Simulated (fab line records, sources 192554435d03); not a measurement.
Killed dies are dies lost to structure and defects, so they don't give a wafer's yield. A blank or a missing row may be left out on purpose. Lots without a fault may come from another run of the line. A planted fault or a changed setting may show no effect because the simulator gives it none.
Split-lot experiment | flow n5_finfet | 7 lots, 39 wafers read, on a route of 1938 steps

THE SPLIT
At N5_DUMMY_GATE_ETCH_37 (etches SOC in N2/H2, target depth 60 nm, overetch 30 nm), the setting source_w was moved away from the recipe's 840 W on 18 of the 39 wafers read, by -11.8% to +13.9%. The other wafers ran this setting at the recipe's value.

The reading is taken at the split's own step.

THE READING
rf_vpp_V, in V, at N5_DUMMY_GATE_ETCH_37 (etches SOC in N2/H2, target depth 60 nm, overetch 30 nm). Fault-free wafers of this fab line usually give 524.3 V, standard deviation 2.9 V.

wafer  | tool, chamber at the split | source_w as run, W | against the recipe | rf_vpp_V, V | against lot-mates on the recipe
L078.1 | rie_diel-01, 0             | 840                | recipe             | 526.4       | -
L078.2 | rie_diel-01, 1             | 840                | recipe             | 528.8       | -
L078.3 | rie_diel-01, 2             | 785.8              | -6.5%              | 532.2       | +6.7
L078.4 | rie_diel-01, 3             | 785.8              | -6.5%              | 537.8       | +12.3
L078.5 | rie_diel-01, 2             | 840                | recipe             | 521.4       | -
L078.6 | rie_diel-01, 3             | 785.8              | -6.5%              | 539.7       | +14.2
L079.1 | rie_diel-01, 1             | 840                | recipe             | 526.5       | -
L079.2 | rie_diel-01, 3             | 915.5              | +9.0%              | 511.3       | -13.8
L079.3 | rie_diel-01, 0             | 915.5              | +9.0%              | 513.6       | -11.5
L079.4 | rie_diel-01, 2             | 915.5              | +9.0%              | 505.7       | -19.4
L079.5 | rie_diel-01, 3             | 840                | recipe             | 527.3       | -
L079.6 | rie_diel-01, 2             | 840                | recipe             | 521.4       | -
L083.1 | rie_diel-01, 3             | 742.5              | -11.6%             | 548.5       | +23.7
L083.2 | rie_diel-01, 1             | 840                | recipe             | 527.1       | -
L083.3 | rie_diel-01, 2             | 840                | recipe             | 519.8       | -
L083.4 | rie_diel-01, 0             | 840                | recipe             | 527.4       | -
L083.5 | rie_diel-01, 1             | 742.5              | -11.6%             | 549.8       | +25.0
L083.6 | rie_diel-01, 2             | 742.5              | -11.6%             | 542.7       | +17.9
L086.4 | rie_diel-05, 3             | 840                | recipe             | 525.7       | -
L086.5 | rie_diel-05, 0             | 840                | recipe             | 520.8       | -
L086.6 | rie_diel-05, 3             | 840                | recipe             | 527.0       | -
L087.1 | rie_diel-06, 2             | 902.8              | +7.5%              | 510.8       | -11.5
L087.2 | rie_diel-06, 3             | 902.8              | +7.5%              | 513.9       | -8.4
L087.3 | rie_diel-06, 0             | 840                | recipe             | 519.0       | -
L087.4 | rie_diel-06, 1             | 902.8              | +7.5%              | 512.8       | -9.5
L087.5 | rie_diel-06, 2             | 840                | recipe             | 523.3       | -
L087.6 | rie_diel-06, 3             | 840                | recipe             | 524.5       | -
L090.1 | rie_diel-01, 2             | 840                | recipe             | 519.9       | -
L090.2 | rie_diel-01, 1             | 840                | recipe             | 526.6       | -
L090.3 | rie_diel-01, 0             | 740.9              | -11.8%             | 550.6       | +28.4
L090.4 | rie_diel-01, 0             | 740.9              | -11.8%             | 549.8       | +27.6
L090.5 | rie_diel-01, 2             | 840                | recipe             | 520.0       | -
L090.6 | rie_diel-01, 1             | 740.9              | -11.8%             | 549.7       | +27.5
L094.1 | rie_diel-01, 3             | 956.8              | +13.9%             | 505.5       | -16.8
L094.2 | rie_diel-01, 1             | 956.8              | +13.9%             | 505.4       | -16.9
L094.3 | rie_diel-01, 0             | 840                | recipe             | 527.3       | -
L094.4 | rie_diel-01, 2             | 840                | recipe             | 519.8       | -
L094.5 | rie_diel-01, 3             | 956.8              | +13.9%             | 503.3       | -19.0
L094.6 | rie_diel-01, 2             | 840                | recipe             | 519.7       | -

THE FIT
A straight line over all 39 wafers: rf_vpp_V changes by -1.76 V for each +1% of source_w; r = -0.96; the points scatter about the line by 3.6 V.
The same after taking each lot's own level away (the mean of its wafers on the recipe; 39 wafers): -1.72 V for each +1%; r = -0.96; scatter 3.8 V.
On that fit, the largest move of source_w shifts the reading by 24 V.
The lots' own levels span 522.17 to 525.53 V, that is 1.2 times the standard deviation above.
So the lot-to-lot level changes the slope little: the two slopes agree.
Check: with one of the wafers moved furthest among these (+13.9%) left out of the fit, the line predicts -23.2 V for it against its lot-mates. It came out at -16.8 V against them.
Tool readings at the split's step, against how far the setting was moved: rf_vpp_V r = -0.96.

THE FILE'S OWN FIT
rf_vpp_V changes by -1.72 V for each +1% of source_w, r = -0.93.
